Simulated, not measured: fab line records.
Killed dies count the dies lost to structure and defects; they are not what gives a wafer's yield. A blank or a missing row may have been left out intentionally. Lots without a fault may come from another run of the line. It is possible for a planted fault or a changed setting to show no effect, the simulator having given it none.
fab line records	flow nand-harc
[record] lots = 6	wafers = 18	last-day = 32
route steps=1302 shown P_M0@282 P_M1@285 END@1302
lots untouched by any fault: they come from a run of this same line in which no faults occurred
start-h: the number of hours between the record's first day and the start of the first shown wafer of the lot	wait-h: hours elapsed since this lot's preceding step	" identical to the entry in the row above	L1.1+2: a single row standing in for several wafers	- either no value or no given start	* or withheld: withheld	< > ~ a bound
route shown NAME@n: NAME is a module with steps in the file, n the number in the route of the first one	usual: average and standard deviation across the fault-free wafers	same: alike in all rows	chamber/n: place in a boat	sites: readings site by site	_std_site: the values' standard deviation	_edge_site: the outer-site mean with the inner-site mean subtracted	radius-mm: for every site, how far away it sits from the centre of the wafer	mask NAME#n: copy n	behind: the most recent tool/chamber to have shaped the wafer	hold: cause of the lot's hold/its duration in hours/its outcome	device: the n, p or np transistor that did not switch	end of line: tests of these same wafers at the route's end	for a step that has no rows: nothing shown but its recipe	killed: not the wafer's yield, but the dies lost to structure and defects at the first sort	map: a wafer's dies, marking killed ones x, the rest . and places with no die _
set.NAME: the run value of the setting; set.NAME@STEP: its run value at that earlier step	model.NAME: the simulator's own value behind a step, which no gauge read
lots at selected steps of the route; one table per step, one row per wafer
services: when a tool's chamber went out of use (start-h, in hours from the record's first day, below 0 if earlier), for how many hours, and the reason
[[steps]]
[step NHARC_P_M0_INSPECT_27]
[usual] raw-defect-count = 302/120
lot.wafer	tool	chamber	start-h	wait-h	raw-defect-count
L273.1	defect-inspect-02	-	144.27	0.0	539
L273.2	"	-	"	"	315
L273.4	"	-	"	"	259
L279.2	defect-inspect-01	-	207.17	0.0	344
L279.4	"	-	"	"	251
L279.6	"	-	"	"	404
L280.1	defect-inspect-02	-	225.03	0.0	197
L280.3	"	-	"	"	208
L280.4	"	-	"	"	190
L287.4	defect-inspect-01	-	288.69	0.0	155
L287.5	"	-	"	"	212
L287.6	"	-	"	"	169
L289.3	defect-inspect-02	-	302.64	0.0	253
L289.4	"	-	"	"	173
L289.6	"	-	"	"	301
L292.4	defect-inspect-02	-	332.44	0.0	186
L292.5	"	-	"	"	216
L292.6	"	-	"	"	173
[step NHARC_P_M0_PRE_CLEAN_31]
[recipe] time-s = 12	temp-c = 370	rf-power-w = 300	gas = NH3
[usual] heater-power-outer-w = 373/51	heater-power-w = 630/69
[same] time-s = 12
lot.wafer	tool	chamber	start-h	wait-h	heater-power-outer-w	heater-power-w
L273.1	pecvd-04	0	144.34	0.1	393	654
L273.2	"	2	"	"	304	537
L273.4	"	1	"	"	370	597
L279.2	pecvd-04	2	207.26	0.1	355	631
L279.6	"	1	"	"	320	529
L279.4	"	2	"	"	348	607
L280.1	pecvd-01	2	225.11	0.1	369	611
L280.3	"	0	"	"	435	690
L280.4	"	1	"	"	387	677
L287.4	pecvd-01	0	288.79	0.1	439	698
L287.6	"	1	"	"	364	657
L287.5	"	2	"	"	322	570
L289.3	pecvd-04	2	302.72	0.1	389	662
L289.4	"	2	"	"	373	641
L289.6	"	0	"	"	481	776
L292.6	pecvd-01	2	332.54	0.1	341	574
L292.5	"	0	"	"	356	592
L292.4	"	1	"	"	297	545
[step NHARC_P_M0_DEP_32]
[recipe] target-thk-a = 300	temp-c = 370	target-thk-nm = 30	pressure-torr = 3	flow-sccm = 200	rf-w = 450	material = SiCN
[usual] heater-power-outer-w = 329/55	heater-power-w = 574/75
lot.wafer	tool	chamber	start-h	wait-h	heater-power-outer-w	heater-power-w
L273.1	pecvd-04	0	144.42	0.1	451	732
L273.2	"	2	"	"	282	524
L273.4	"	1	"	"	329	551
L279.2	pecvd-04	2	207.40	0.1	292	524
L279.6	"	1	"	"	314	533
L279.4	"	2	"	"	296	539
L280.1	pecvd-01	2	225.21	0.1	252	469
L280.3	"	0	"	"	384	629
L280.4	"	1	"	"	273	504
L287.4	pecvd-01	0	288.96	0.2	412	655
L287.6	"	1	"	"	334	593
L287.5	"	2	"	"	256	465
L289.3	pecvd-04	2	302.83	0.1	322	579
L289.4	"	2	"	"	316	564
L289.6	"	0	"	"	360	619
L292.6	pecvd-01	2	332.71	0.2	254	469
L292.5	"	0	"	"	386	656
L292.4	"	1	"	"	258	488
[step NHARC_P_M1_DEP_00]
[recipe] target-thk-a = 1825	target-thk-nm = 182.5	temp-c = withheld	pressure-torr = 5	flow-sccm = 200	rf-w = 600	material = SiOC
[step NHARC_P_M1_DEHYDRATE_01]
[recipe] temp-c = 150	time-s = 120
[step NHARC_P_M1_HMDS_02]
[recipe] time-s = 30
[step NHARC_P_M1_COAT_34]
[recipe] temp-c = 200	time-s = 65
[step NHARC_P_M1_COAT_03]
[recipe] spin-rpm = 1500	resist-thk-nm = 90
[step NHARC_P_M1_SOFTBAKE_04]
[recipe] temp-c = 105	time-s = 55
[step NHARC_P_M1_EBR_05]
[step NHARC_P_M1_EXPOSE_06]
[recipe] na = 1.35	target-cd-nm = 130	dose-mj = 81.88	mask-id = P_M1
[step NHARC_P_M1_PEB_07]
[recipe] peb-temp-c = 100	peb-time-s = 65
[usual] heater-power-total-W = 156.6/0.43
lot.wafer	tool	chamber	start-h	wait-h	heater-power-total-W
L273.1	litho-track-04	0	145.46	0.1	156.2
L273.2	"	0	"	"	156.0
L273.4	"	0	"	"	157.2
L279.2	litho-track-06	0	208.48	0.1	156.3
L279.4	"	0	"	"	156.7
L279.6	"	0	"	"	187.3
L280.1	litho-track-06	0	226.34	0.1	185.8
L280.3	"	0	"	"	157.1
L280.4	"	0	"	"	156.5
L287.4	litho-track-01	0	289.87	0.0	156.7
L287.5	"	0	"	"	156.2
L287.6	"	0	"	"	156.3
L289.3	litho-track-06	0	303.82	0.0	157.1
L289.4	"	0	"	"	157.1
L289.6	"	0	"	"	156.4
L292.4	litho-track-04	0	333.63	0.0	156.7
L292.5	"	0	"	"	156.5
L292.6	"	0	"	"	157.1
[step NHARC_P_M1_DEVELOP_08]
[recipe] develop-time-s = 35	dev-temp-c = 23
[step NHARC_P_M1_CD_MEAS_09]
[recipe] target-cd-nm = 130	landing-energy-ev = 500
[usual] cd-nm = 129.8/0.94
lot.wafer	tool	chamber	start-h	wait-h	cd-nm
L273.1	cd-sem-02	0	145.54	-	129.8
L273.2	"	0	"	"	128.9
L273.4	"	0	"	"	128.7
L279.2	cd-sem-01	0	208.57	-	130.7
L279.4	"	0	"	"	129.9
L279.6	"	0	"	"	119.4
L280.1	cd-sem-02	0	226.41	-	117.0
L280.3	"	0	"	"	129.9
L280.4	"	0	"	"	129.3
L287.4	cd-sem-01	0	289.96	-	128.5
L287.5	"	0	"	"	130.8
L287.6	"	0	"	"	128.4
L289.3	cd-sem-02	0	303.91	-	130.8
L289.4	"	0	"	"	130.3
L289.6	"	0	"	"	130.5
L292.4	cd-sem-01	0	333.72	-	128.5
L292.5	"	0	"	"	128.3
L292.6	"	0	"	"	129.1
[step NHARC_P_M1_OVL_MEAS_10]
[recipe] pitch-nm = 260
[usual] overlay-x-nm = 0.0/0.97	overlay-y-nm = 0.2/0.79
lot.wafer	tool	chamber	start-h	wait-h	overlay-x-nm	overlay-y-nm
L273.1	overlay-01	-	145.63	-	-1.0	1.1
L273.2	"	-	"	"	-1.4	1.8
L273.4	"	-	"	"	-0.7	1.5
L279.2	overlay-02	-	208.65	-	1.6	0.1
L279.4	"	-	"	"	2.2	0.8
L279.6	"	-	"	"	2.4	0.9
L280.1	overlay-01	-	226.50	-	-1.0	1.6
L280.3	"	-	"	"	-1.2	1.4
L280.4	"	-	"	"	-0.7	1.4
L287.4	overlay-01	-	290.04	-	0.2	0.4
L287.5	"	-	"	"	0.1	0.0
L287.6	"	-	"	"	0.1	0.2
L289.3	overlay-02	-	303.99	-	-1.2	-0.6
L289.4	"	-	"	"	-0.8	-0.8
L289.6	"	-	"	"	-1.9	-0.3
L292.4	overlay-01	-	333.80	-	0.1	1.1
L292.5	"	-	"	"	0.5	0.8
L292.6	"	-	"	"	0.3	1.1
[step NHARC_P_M1_INSPECT_11]
[usual] raw-defect-count = 4.4/3
lot.wafer	tool	chamber	start-h	wait-h	raw-defect-count
L273.1	defect-inspect-01	-	145.67	0.0	2
L273.2	"	-	"	"	1
L273.4	"	-	"	"	5
L279.2	defect-inspect-02	-	208.69	0.0	3
L279.4	"	-	"	"	3
L279.6	"	-	"	"	5
L280.1	defect-inspect-02	-	226.54	0.0	2
L280.3	"	-	"	"	2
L280.4	"	-	"	"	4
L287.4	defect-inspect-01	-	290.08	0.0	5
L287.5	"	-	"	"	7
L287.6	"	-	"	"	5
L289.3	defect-inspect-02	-	304.03	0.0	1
L289.4	"	-	"	"	0
L289.6	"	-	"	"	4
L292.4	defect-inspect-02	-	333.84	0.0	3
L292.5	"	-	"	"	2
L292.6	"	-	"	"	3
[step NHARC_P_M1_DESCUM_14]
[recipe] time-s = 3	o2-flow-sccm = 200	ar-flow-sccm = 0	bias-power-w = 0	chemistry = O2
[usual] chamber-pressure-mTorr = 60.00/0.055	drypump-motor-current-A = 6.0/0.46	oes-product-au = 1.000/0.012	rf-vpp-V = 57.7/0.7	showerhead-plenum-p-Torr = 1.89/0.071	throttle-valve-pct = 11.311/0.0093
[same] time-s = 3
lot.wafer	tool	chamber	start-h	wait-h	chamber-pressure-mTorr	drypump-motor-current-A	oes-product-au	rf-hours-counter-h	rf-vpp-V	showerhead-plenum-p-Torr	throttle-valve-pct	model.P_M1.cd-nm
L273.2	rie-diel-12	0	145.73	0.1	59.94	6.8	0.993	4	58.3	1.86	11.321	128.8
L273.1	"	2	"	"	59.94	5.7	0.994	4	57.5	1.92	11.299	130
L273.4	"	2	"	"	60.07	5.7	0.991	-	56.5	1.92	11.318	128.3
L279.4	rie-diel-12	0	208.76	0.1	59.97	6.8	0.989	8	57.8	1.86	11.308	129.3
L279.2	"	1	"	"	60.02	6.4	0.985	10	57.9	2.03	11.320	130.2
L279.6	"	3	"	"	60.04	5.9	0.999	-	57.3	1.89	11.320	119
L280.3	rie-diel-12	1	226.61	0.1	60.10	6.4	0.989	11	58.6	2.03	11.297	129.5
L280.4	"	2	"	"	60.09	5.7	0.999	11	58.4	1.92	11.307	129.3
L280.1	"	3	"	"	60.07	6.0	1.000	10	57.6	1.89	11.318	117.5
L287.4	rie-diel-02	1	290.15	0.1	60.04	5.9	1.014	3	57.5	1.79	11.304	130.2
L287.6	"	3	"	"	60.06	5.4	0.991	-	57.7	1.92	11.312	128.4
L287.5	"	0	"	"	60.16	6.5	1.010	-	57.3	1.84	11.317	131.3
L289.3	rie-diel-12	1	304.09	0.1	59.94	6.4	0.989	4	57.8	2.02	11.315	131.5
L289.4	"	0	"	"	60.06	6.8	0.994	3	57.7	1.86	11.303	131.2
L289.6	"	1	"	"	60.06	6.4	0.992	-	57.9	2.02	11.300	130.9
L292.4	rie-diel-02	2	333.91	0.1	59.92	5.7	1.021	6	56.9	1.89	11.307	128.9
L292.6	"	0	"	"	60.03	6.5	1.012	-	57.0	1.84	11.309	129.3
L292.5	"	1	"	"	60.10	5.9	1.024	-	56.6	1.79	11.312	129.4
[step NHARC_P_M1_ETCH_35]
[recipe] target-depth-a = 400	overetch-a = 120	time-s = 43.94	ion-energy-ev = 200	n2-flow-sccm = 150	h2-flow-sccm = 150	ar-flow-sccm = 0	rf-w = 400	bias-w = 150	chemistry = N2/H2
[usual] chamber-pressure-mTorr = 29.999/0.029	drypump-motor-current-A = 6.0/0.43	oes-product-au = 1.001/0.012	rf-vpp-V = 429.8/2.3	showerhead-plenum-p-Torr = 2.01/0.072	throttle-valve-pct = 14.171/0.0099
[same] time-s = 43.94
lot.wafer	tool	chamber	start-h	wait-h	chamber-pressure-mTorr	drypump-motor-current-A	oes-product-au	rf-hours-counter-h	rf-vpp-V	showerhead-plenum-p-Torr	throttle-valve-pct
L273.1	rie-diel-12	2	145.83	0.1	30.023	5.7	0.992	4	432.7	2.05	14.159
L273.2	"	1	"	"	29.980	6.4	0.982	4	433.7	2.17	14.175
L273.4	"	2	"	"	30.007	5.7	0.982	-	430.6	2.05	14.185
L279.4	rie-diel-12	2	208.83	0.1	30.021	5.7	1.002	9	430.0	2.05	14.174
L279.2	"	3	"	"	30.019	6.0	1.005	8	429.7	2.02	14.162
L279.6	"	3	"	"	29.993	6.0	1.000	-	430.7	2.02	14.185
L280.4	rie-diel-12	2	226.69	0.1	29.978	5.7	1.019	11	431.1	2.05	14.174
L280.3	"	3	"	"	29.997	5.9	1.002	10	429.1	2.02	14.166
L280.1	"	0	"	"	29.984	6.8	0.998	10	428.6	1.98	14.161
L287.4	rie-diel-02	0	290.23	0.1	29.988	6.5	1.007	3	428.2	1.96	14.160
L287.6	"	2	"	"	29.948	5.7	1.009	-	430.0	2.01	14.197
L287.5	"	3	"	"	29.956	5.4	0.995	-	430.6	2.04	14.163
L289.3	rie-diel-12	0	304.18	0.1	30.021	6.8	0.992	3	429.0	1.98	14.164
L289.4	"	1	"	"	30.017	6.4	0.988	4	433.3	2.16	14.185
L289.6	"	3	"	"	30.025	6.0	0.968	-	430.0	2.01	14.169
L292.4	rie-diel-02	3	333.99	0.1	30.026	5.4	0.993	6	430.7	2.04	14.168
L292.6	"	2	"	"	29.977	5.6	0.994	-	429.9	2.01	14.156
L292.5	"	3	"	"	29.985	5.4	0.982	-	430.7	2.04	14.162
[step NHARC_P_M1_ETCH_15]
[recipe] target-depth-a = 1825	time-s = 91.2	c4f8-flow-sccm = withheld	ar-flow-sccm = 400	rf-w = 600	bias-w = 300	chemistry = C4F8/Ar
[usual] chamber-pressure-mTorr = 24.999/0.022	oes-product-au = 0.957/0.022	rf-vpp-V = 440.1/2.2
[same] time-s = 91.2
lot.wafer	tool	chamber	start-h	wait-h	chamber-pressure-mTorr	oes-product-au	rf-hours-counter-h	rf-vpp-V
L273.2	rie-diel-12	1	-	-	24.962	0.953	4	444.7
L273.1	"	0	"	"	25.024	0.967	4	438.8
L273.4	"	0	"	"	24.993	0.945	-	439.4
L279.4	rie-diel-12	2	-	-	24.998	0.937	9	441.5
L279.2	"	0	"	"	24.943	0.910	9	439.5
L279.6	"	2	"	"	24.992	0.916	-	441.2
L280.3	rie-diel-12	1	-	-	25.019	0.938	11	444.6
L280.1	"	2	"	"	24.992	0.979	11	440.6
L280.4	"	0	"	"	25.026	0.947	10	439.7
L287.4	rie-diel-02	3	-	-	24.992	0.952	4	441.7
L287.6	"	0	"	"	24.991	0.963	-	439.4
L287.5	"	1	"	"	24.982	0.995	-	437.0
L289.3	rie-diel-12	3	-	-	25.007	0.904	3	440.5
L289.4	"	0	"	"	25.049	0.919	3	438.2
L289.6	"	2	"	"	24.994	0.916	-	441.1
L292.4	rie-diel-02	1	-	-	24.994	0.985	5	437.4
L292.5	"	0	"	"	25.015	0.969	-	439.7
L292.6	"	1	"	"	25.023	0.983	-	434.4
[step NHARC_P_M1_CD_MEAS_16]
[usual] cd-nm = 129.8/1.1
lot.wafer	tool	chamber	start-h	wait-h	cd-nm
L273.1	cd-sem-01	-	146.08	-	129.6
L273.2	"	-	"	"	128.7
L273.4	"	-	"	"	128.2
L279.2	cd-sem-01	-	209.05	-	130.1
L279.4	"	-	"	"	128.7
L279.6	"	-	"	"	118.2
L280.1	cd-sem-01	-	226.90	-	117.4
L280.3	"	-	"	"	129.2
L280.4	"	-	"	"	129.1
L287.4	cd-sem-03	-	290.47	-	130.9
L287.5	"	-	"	"	130.8
L287.6	"	-	"	"	128.7
L289.3	cd-sem-03	-	304.40	-	132.2
L289.4	"	-	"	"	130.9
L289.6	"	-	"	"	131.3
L292.4	cd-sem-01	-	334.21	-	128.5
L292.5	"	-	"	"	129.1
L292.6	"	-	"	"	129.5
[step NHARC_P_M1_STRIP_18]
[recipe] power-w = 1000	n2-flow-sccm = 150	h2-flow-sccm = 150	ar-flow-sccm = 0	bias-w = 0	chemistry = N2/H2
[usual] chamber-pressure-mTorr = 30.000/0.026	drypump-motor-current-A = 6.0/0.45	oes-product-au = 1.000/0.011	rf-vpp-V = 90.5/0.99	showerhead-plenum-p-Torr = 2.02/0.077	throttle-valve-pct = 14.170/0.0094
lot.wafer	tool	chamber	start-h	wait-h	chamber-pressure-mTorr	drypump-motor-current-A	oes-product-au	rf-hours-counter-h	rf-vpp-V	showerhead-plenum-p-Torr	throttle-valve-pct
L273.1	rie-diel-02	2	146.15	0.1	29.996	5.7	1.008	7	90.0	2.02	14.161
L273.2	"	3	"	"	29.989	5.4	0.997	7	88.7	2.05	14.177
L273.4	"	1	"	"	29.995	5.9	1.001	5	89.4	1.91	14.171
L279.4	rie-diel-03	2	209.13	0.1	30.009	6.1	1.011	30	90.6	1.90	14.167
L279.2	"	3	"	"	30.008	6.3	1.000	17	92.3	2.13	14.184
L279.6	"	3	"	"	30.017	6.3	1.003	-	90.1	2.13	14.173
L280.3	rie-diel-12	1	226.98	0.1	29.999	6.4	0.977	11	90.9	2.16	14.167
L280.4	"	2	"	"	30.005	5.7	1.005	11	92.6	2.05	14.172
L280.1	"	3	"	"	30.018	6.0	0.996	10	91.3	2.02	14.190
L287.4	rie-diel-02	3	290.61	0.1	29.982	5.4	0.993	4	90.9	2.04	14.183
L287.5	"	0	"	"	29.989	6.5	0.993	-	88.9	1.96	14.165
L287.6	"	1	"	"	29.976	5.9	1.014	-	89.9	1.91	14.167
L289.3	rie-diel-02	3	304.47	0.1	30.002	5.4	0.993	5	90.6	2.04	14.159
L289.4	"	0	"	"	29.971	6.6	1.004	4	89.6	1.96	14.172
L289.6	"	0	"	"	29.982	6.6	0.991	-	91.2	1.96	14.187
L292.4	rie-diel-12	1	334.28	0.1	30.003	6.4	0.998	6	92.6	2.16	14.181
L292.6	"	1	"	"	30.055	6.4	0.988	-	90.2	2.16	14.185
L292.5	"	2	"	"	29.994	5.7	1.003	-	91.6	2.04	14.159
[step NHARC_P_M1_ETCH_28]
[recipe] target-depth-a = 300	over-etch-frac = 0.3	time-s = 72.99	ion-energy-ev = 150	cf4-flow-sccm = 50	n2-flow-sccm = 100	ar-flow-sccm = 150	rf-w = 300	bias-w = 100	chemistry = CF4/N2
[usual] chamber-pressure-mTorr = 29.997/0.028	drypump-motor-current-A = 6.0/0.46	oes-product-au = 1.001/0.011	rf-vpp-V = 313.7/1.7	showerhead-plenum-p-Torr = 2.60/0.089	throttle-valve-pct = 19.794/0.0082
[same] time-s = 72.99
lot.wafer	tool	chamber	start-h	wait-h	chamber-pressure-mTorr	drypump-motor-current-A	oes-product-au	rf-hours-counter-h	rf-vpp-V	showerhead-plenum-p-Torr	throttle-valve-pct	model.P_M1.cd-nm
L273.1	rie-diel-02	2	-	-	29.972	5.7	1.008	7	312.8	2.60	19.788	129.9
L273.4	"	3	"	"	30.003	5.4	1.009	7	315.1	2.63	19.798	128.4
L273.2	"	0	"	"	29.997	6.5	0.983	6	312.9	2.53	19.790	128.6
L279.4	rie-diel-03	0	-	-	29.939	5.6	1.029	30	317.4	2.82	19.801	129.5
L279.2	"	1	"	"	29.987	5.3	0.993	32	314.0	2.57	19.796	130.3
L279.6	"	0	"	"	29.960	5.6	1.028	-	318.2	2.82	19.798	119.1
L280.4	rie-diel-12	0	-	-	29.984	6.8	1.003	10	312.5	2.56	19.786	127.5
L280.3	"	1	"	"	30.039	6.4	0.994	11	316.6	2.77	19.796	128.9
L280.1	"	2	"	"	30.024	5.7	1.009	11	314.7	2.63	19.802	117.1
L287.4	rie-diel-02	3	-	-	29.992	5.4	0.995	4	315.1	2.63	19.790	131.1
L287.5	"	1	"	"	30.002	5.9	1.022	-	312.8	2.47	19.806	131.4
L287.6	"	2	"	"	30.007	5.7	1.001	-	313.5	2.60	19.788	129.2
L289.3	rie-diel-02	1	-	-	29.996	5.9	1.014	4	310.5	2.47	19.782	132.9
L289.4	"	3	"	"	29.985	5.4	0.996	5	313.6	2.63	19.786	129.9
L289.6	"	0	"	"	30.022	6.6	1.008	-	312.2	2.53	19.800	131.1
L292.4	rie-diel-12	2	-	-	29.965	5.7	1.001	6	314.6	2.63	19.804	127.3
L292.5	"	0	"	"	30.008	6.8	0.995	-	312.4	2.55	19.793	128.2
L292.6	"	1	"	"	29.974	6.4	0.986	-	315.8	2.77	19.793	128.2
[step NHARC_P_M1_STRIP_19]
[recipe] time-s = 600	temp-c = 30	chemistry = post-etch-residue-remover
[step NHARC_END_SORT_01]
[recipe] temp-c = 25
[usual] defect-limited-yield = 91.1/2.8	killed-at-array = 55/19	killed-at-other = 0.9/1.4	killed-at-periphery = 3.8/2.9	killed-dies = 60/19	killed-open = 3.3/1.8	killed-short = 2.6/1.6
[same] gross-dies = 677
lot.wafer	tool	chamber	start-h	wait-h	defect-limited-yield[%]	killed-at-array	killed-at-other	killed-at-periphery	killed-dies	killed-open	killed-short
L279.6	prober-01	0	657.45	4.0	95.1	24	2	7	33	3	4
L280.1	prober-01	0	667.88	2.5	86.3	81	0	12	93	5	2
L289.3	prober-01	0	736.61	3.1	92.0	50	1	3	54	3	0
L289.4	prober-01	0	737.41	3.4	89.1	71	2	1	74	2	1
L289.6	prober-01	0	739.00	4.0	89.2	70	1	2	73	5	1
// killed by level:class
L279.6 A_CHANNEL_HOLE_D2:chamber-film-flake=14 A_CHANNEL_HOLE_D1:chamber-film-flake=3 P_GATE:chamber-film-flake=2 A_CONTACT:chamber-film-flake=2 P_STI:geometric-particle:short=1 P_CONTACT:geometric-particle:open=1 P_BONDPAD:geometric-particle:open=1 A_ONON_D1:geometric-particle:short=1
L280.1 A_CHANNEL_HOLE_D1:chamber-film-flake=37 A_SLIT:chamber-film-flake=34 P_M1:area-peb=7 A_CONTACT:chamber-film-flake=5 P_CONTACT:geometric-particle:open=2 A_STAIRCASE:chamber-film-flake=2 P_M0:geometric-particle:open=1 P_M0:geometric-particle:short=1
L289.3 A_CHANNEL_HOLE_D1:chamber-film-flake=22 A_SLIT:chamber-film-flake=18 A_CONTACT:chamber-film-flake=3 P_M0:geometric-particle:open=2 A_CHANNEL_FILL_D1:chamber-film-flake=2 A_DECK1_JOINT:chamber-film-flake=2 A_STAIRCASE:chamber-film-flake=2 A_M0:geometric-particle:open=1
L289.4 A_CHANNEL_HOLE_D1:chamber-film-flake=31 A_SLIT:chamber-film-flake=28 A_CONTACT:chamber-film-flake=5 A_STAIRCASE:chamber-film-flake=4 THIN_TSV:chamber-film-flake=2 P_GATE:geometric-particle:open=1 A_DECK1_JOINT:geometric-particle:short=1 A_CONTACT:geometric-particle:open=1
L289.6 A_CHANNEL_HOLE_D1:chamber-film-flake=34 A_SLIT:chamber-film-flake=21 A_STAIRCASE:chamber-film-flake=4 A_CONTACT:chamber-film-flake=4 P_CONTACT:geometric-particle:open=1 P_M2:geometric-particle:open=1 A_SOURCE_PLATE:geometric-particle:short=1 A_ONON_D2:geometric-particle:open=1
[[services]]
tool	chamber	start-h	hours	kind
rie-diel-12	0	125.24	-	clean
rie-diel-12	1	125.24	-	clean
rie-diel-12	2	125.24	-	clean
rie-diel-12	3	125.24	-	clean
pecvd-01	-	130.00	13.0	pm
rie-diel-03	0	140.27	7.8	repair
rie-diel-12	3	142.72	8.9	repair
rie-diel-12	0	149.74	-	clean
pecvd-04	0	151.75	6.0	repair
litho-track-01	-	155.00	7.0	pm
pecvd-01	1	159.98	32.9	repair
litho-track-06	-	179.00	7.0	pm
pecvd-01	1	201.88	6.4	repair
rie-diel-02	3	202.02	6.1	repair
litho-track-04	-	203.00	7.0	pm
rie-diel-02	-	216.70	9.0	pm
rie-diel-03	1	251.20	19.6	repair
pecvd-01	-	255.51	1.1	repair
rie-diel-12	-	268.74	9.0	pm
pecvd-04	-	269.00	13.0	pm
rie-diel-03	-	281.59	9.0	pm
pecvd-01	-	311.00	13.0	pm
litho-track-01	-	330.00	7.0	pm
rie-diel-03	-	332.17	0.9	repair
[[key]]
[first-sign] step = NHARC_P_M1_PEB_07	reading = heater-power-total-W	direction = up	sigmas = 70	usual = *	struck = *
[effect] step = NHARC_P_M1_CD_MEAS_09	reading = cd-nm	direction = down	sigmas = 12	usual = 129.8	struck = 118.2
[effect] step = NHARC_P_M1_CD_MEAS_16	reading = cd-nm	direction = down	sigmas = 11	usual = 129.8	struck = 117.8
[model-effect] step = NHARC_P_M1_DESCUM_14	value = P_M1.cd-nm	without = 130.3	struck = 118.3
[model-effect] step = NHARC_P_M1_ETCH_28	value = P_M1.cd-nm	without = 130.1	struck = 118.1
met-at NHARC_P_M1_PEB_07
struck-wafers L279.6,L280.1
[fault] kind = process-parameter-drift	tool = litho-track-06	chamber = -	onset-h = 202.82	steps = NHARC_P_M1_PEB_07	channel = peb-time-s	offset = *	shape = step	end-h = 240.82	scope = struck-wafers-only	acts-in = *	stated = *
